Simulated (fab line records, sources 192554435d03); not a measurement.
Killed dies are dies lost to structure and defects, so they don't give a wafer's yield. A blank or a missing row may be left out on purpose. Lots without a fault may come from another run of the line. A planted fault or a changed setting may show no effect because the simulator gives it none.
A struck lot beside a sound one | flow n5_finfet | 16 steps out of a route of 1938
Sound: wafers L896.2, L896.3, L896.4. Struck: wafers L905.2, L905.4, L905.6. The cause comes at the end.
At each step with rows: each side's tool, then ch and its chambers, then its first start. Under that, the readings that differ: sound wafers | struck wafers | difference of the means | sigmas: that difference in standard deviations of wafers without a fault.
alike: readings whose means differ by less than 2 such deviations, and words and numbers that are the same on both sides. not compared: withheld readings, readings that some wafer has no value for, bounds like >300 that may hide the same value, and numbers for which the record gives no deviation and whose values overlap.
The two part at a step that has a row with sigmas, a row that says differs or no value, or rows on one side only. Numbers that don't overlap but have no deviation are shown without sigmas and don't part them. A reading that every wafer of one side lacks parts them only if that side has two wafers or more.

first, 2 steps without rows for these wafers: N5_BEOL_M3_PRECLEAN_42 (cleans in residue remover, time 60 s); N5_BEOL_M3_SRD_43 (time 30 s).
N5_BEOL_M3_CD_MEAS_35: target cd 18 nm, target cd y 21 nm.
  sound on cd_sem-01, day 10 13:00; struck on cd_sem-03, day 13 07:24
  alike: cd_nm
N5_BEOL_M3_DEGAS_44: time 60 s.
  sound on pvd_sputter-03, day 10 13:04; struck on pvd_sputter-03, day 13 07:48
  alike: heater_power_w
then, 2 steps without rows for these wafers: N5_BEOL_M3_PRE_CLEAN_45 (time 30 s); N5_BEOL_M3_ALD_84 (deposits TaN, pulse time 2 s, purge time 3 s, co reactant purge time 2 s).
N5_BEOL_M3_SURFACE_TREAT_85:
  sound on pvd_sputter-03, day 10 13:24; struck on pvd_sputter-01, day 13 08:08
  alike: ar_flow_sccm
  not compared: throttle_valve_pct
then, 2 steps without rows for these wafers: N5_BEOL_M3_CVD_47 (deposits Co from CCTBA/H2, target thk 3 nm, time 223.8 s); N5_BEOL_M3_SPUTTER_48 (material Cu, target thk 4.5 nm, time 8.29 s).
N5_BEOL_M3_ANNEAL_49: time 240 s.
  sound on pvd_sputter-02, day 10 15:25; struck on pvd_sputter-01, day 13 08:32
  alike: heater_power_w, susceptor_temp_C_max
then, 1 step without rows for these wafers: N5_BEOL_M3_SPUTTER_79 (material Cu, target thk 4.5 nm, time 8.29 s).
N5_BEOL_M3_ANNEAL_80: time 240 s.
  sound on pvd_sputter-02, day 10 15:38; struck on pvd_sputter-01, day 13 08:46
  alike: heater_power_w, susceptor_temp_C_max
N5_BEOL_M3_SPUTTER_81: material Cu, target thk 4.5 nm, time 8.29 s.
  sound on pvd_sputter-02, day 10 15:46; struck on pvd_sputter-01, day 13 08:54
  no value came back on the struck wafers for chamber_pressure_pa (Pa), chuck_gas_flow_sccm (sccm), throttle_valve_pct (%); on the sound wafers chamber_pressure_pa (Pa) reads 0.07001 0.06991 0.06994
N5_BEOL_M3_ANNEAL_82: time 240 s.
  sound on pvd_sputter-02, day 10 15:51; struck on pvd_sputter-01, day 13 08:59
  alike: heater_power_w, susceptor_temp_C_max
N5_BEOL_M4_RC_MEAS_101:
  sound on prober-02 ch 0, day 11 05:46; struck on prober-01 ch 0, day 13 19:48
  alike: DIBL_N, DIBL_P, IOFF_N, IOFF_P, ION_N, ION_P, SS_N, SS_P, VT_N, VT_P
-- the record jumps here: 4 days lie between the struck wafers' starts before and after (it left off in module BEOL_M4 and takes up again in module PASSIVATION, whose first step shown is number 1936 of the route) --
N5_PASSIVATION_PROBE_49:
  the record has rows for the struck wafers here (prober-02, day 18 06:28) and none for the sound ones

WHERE THEY PART
First at N5_BEOL_M3_SPUTTER_81; last, within this record, at N5_PASSIVATION_PROBE_49.

WHY: what the simulator had put in
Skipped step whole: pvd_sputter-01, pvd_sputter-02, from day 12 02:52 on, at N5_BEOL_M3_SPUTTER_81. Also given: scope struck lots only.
